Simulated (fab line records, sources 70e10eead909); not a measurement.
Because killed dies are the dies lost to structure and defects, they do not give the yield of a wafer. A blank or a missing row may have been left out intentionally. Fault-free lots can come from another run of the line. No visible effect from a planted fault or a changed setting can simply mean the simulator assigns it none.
Problem report in the 8D (eight disciplines) form, filled by code / flow nand harc / the parts of the form that need people (team, actions taken, sign-off) are left out

## 1. THE PROBLEM
killed dies at NHARC_END_SORT_01 reads a mean of 677 on 1 wafer of 1 lot; wafers without a fault read 30 with a standard deviation of 11. Relative to the usual mean, that is a shift of +59 standard deviations.
First observed at day 24 01:39: wafer L464.6, on prober-02. The record holds 6 wafers of 2 lots with a number at this step. Rule for "out", or "out of limits": more than 4 standard deviations from the usual mean. Any other wafer with a number is counted as sound.

## 2. WHAT THIS IS AND IS NOT
question=which readings at this step; is=killed dies, killed at array; is not=killed at other, killed at periphery, killed open, killed short
question=which lots; is=L464; is not=L458
question=which wafers of those lots; is=L464.6; is not=L464.2, L464.4
question=read on which gauges; is=prober-02; is not=prober-01
question=when; is=from day 24 01:39; is not=up to then (5 sound wafers)

## 3. THE SUSPECTS, EACH WITH WHAT RULES IT OUT
Counting: a tool at a process step up to the reading stays a suspect if it ran every lot that is out. Sound lots after the first of them don't rule it out here, since some wafers of a struck lot are sound.
- the gauge at NHARC_END_SORT_01: kept. All the wafers that are out were read on prober-02, and no step on other tools shows them out.
- pecvd-04 at NHARC_A_CONTACT_DEP_58 (deposits SiON, target thk 60 nm): kept. It ran the lot that is out, L464 (day 20 17:32).
- rtp anneal-02 at NHARC_A_BONDPAD_ANNEAL_28 (time 90 s): kept. It ran the lot that is out, L464 (day 22 18:41).
- cmp-01 at NHARC_A_BONDPAD_CMP_19 (polishes, t overpolish 30 s, cu recess touch 16 s, target thk 169.8 nm): kept. It ran the lot that is out, L464 (day 22 18:59).
- pvd sputter-02 at NHARC_THIN_TSV_PRE_CLEAN_54 (time 30 s): kept. It ran the lot that is out, L464 (day 23 13:29).
- The sound lot-mates ran in chamber 0 of pecvd-04 at NHARC_A_CONTACT_DEP_58, but the wafers that are out ran in chamber 2.
Left after counting: pecvd-04 at NHARC_A_CONTACT_DEP_58, rtp anneal-02 at NHARC_A_BONDPAD_ANNEAL_28, cmp-01 at NHARC_A_BONDPAD_CMP_19, pvd sputter-02 at NHARC_THIN_TSV_PRE_CLEAN_54, prober-02 at NHARC_END_SORT_01.

## 4. THE CAUSE (what the simulator had put in)
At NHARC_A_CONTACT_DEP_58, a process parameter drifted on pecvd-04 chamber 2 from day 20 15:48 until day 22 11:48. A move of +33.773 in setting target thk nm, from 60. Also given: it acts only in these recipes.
Of the 5 suspects that counting leaves, this tool is one.

## 5. THE EFFECT CHAIN, in route order
One row per reading whose mean, taken over the struck wafers that have a number, lies over 3 standard deviations from the usual. Readings are gone through only where the record gives a usual standard deviation; hours: the median, over the lots, of the time from a lot's start at the first step in this table giving one to that lot's start at this step; sigmas: the change measured in usual standard deviations.
hours=0; step=NHARC_END_SORT_01; reading=killed at array; usual=27; on struck wafers=673; change=+646; sigmas=+59
hours=0; step=NHARC_END_SORT_01; reading=killed dies; usual=30; on struck wafers=677; change=+647; sigmas=+59

## 6. WHAT WOULD HAVE CAUGHT IT SOONER
Counted from the fault's start at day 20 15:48, it took 82 hours until the first out-of-limits reading at a measuring or inspecting step in this record, taken at day 24 01:39.
An alarm limit of 4 standard deviations would not have fired on the tool readings at NHARC_A_CONTACT_DEP_58 for which the record gives a usual standard deviation, since none of them was out on any struck wafer.
Lots out: 1; all had begun NHARC_A_CONTACT_DEP_58 on pecvd-04 by day 24 01:39. None of them would have been spared by holding the tool at that moment.
